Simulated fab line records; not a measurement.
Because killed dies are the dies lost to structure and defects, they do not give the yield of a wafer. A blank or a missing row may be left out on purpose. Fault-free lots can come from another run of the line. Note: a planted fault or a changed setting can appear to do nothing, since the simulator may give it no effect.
Matching of chambers + flow n5_finfet + 4 sister chambers for N5_FIN_CUT_ETCH_21 on rie_diel-02
The step etches SOC in N2/H2, target depth 219 nm, overetch 43.8 nm, time 523.5 s. 8 wafers are shown with their chamber, then 8 later ones without.

## WAFERS WITH THEIR CHAMBER
| wafer  | chamber | drypump_motor_current_A (A) | throttle_valve_pct (%) |
|--------|---------|-----------------------------|------------------------|
| L076.4 | 0       | 5.0                         | 17.56                  |
| L081.2 | 2       | 5.9                         | 17.84                  |
| L081.6 | 3       | 5.5                         | 17.96                  |
| L082.2 | 3       | 5.5                         | 17.97                  |
| L084.2 | 2       | 5.9                         | 17.84                  |
| L084.4 | 1       | 6.0                         | 17.38                  |
| L084.5 | 0       | 5.1                         | 17.57                  |
| L085.1 | 1       | 6.0                         | 17.39                  |

## WAFERS WITH NO CHAMBER GIVEN
| wafer  | drypump_motor_current_A (A) | throttle_valve_pct (%) |
|--------|-----------------------------|------------------------|
| L085.3 | 5.1                         | 17.59                  |
| L085.5 | 5.0                         | 17.60                  |
| L089.3 | 5.4                         | 17.98                  |
| L089.4 | 5.9                         | 17.85                  |
| L089.6 | 5.0                         | 17.61                  |
| L090.4 | 5.5                         | 17.97                  |
| L090.5 | 5.9                         | 17.87                  |
| L090.6 | 6.0                         | 17.41                  |

## WHICH CHAMBER EACH ONE RAN IN
| wafer  | from the rows above | in truth |
|--------|---------------------|----------|
| L085.3 | 0                   | 0        |
| L085.5 | 0                   | 0        |
| L089.3 | 3                   | 3        |
| L089.4 | 2                   | 2        |
| L089.6 | 0                   | 0        |
| L090.4 | 3                   | 3        |
| L090.5 | 2                   | 2        |
| L090.6 | 1                   | 1        |
Correct placement for 8 of the 8. Left unplaced by these rows: 0. Number placed wrongly: 0.
How it was worked out, from the rows above alone: a wafer's distance from a chamber is the root of the sum, over the readings, of the square of ((its reading less the chamber's mean) divided by the reading's scatter). If the next closest chamber is less than 2 further off than the closest, the wafer can't be placed; otherwise it belongs to the closest. Each chamber's mean is taken over the wafers shown for it. How the scatter is found: for the shown wafers, subtract from each reading the mean of its chamber, square and add these, divide the total by (wafers less chambers), then take the root.
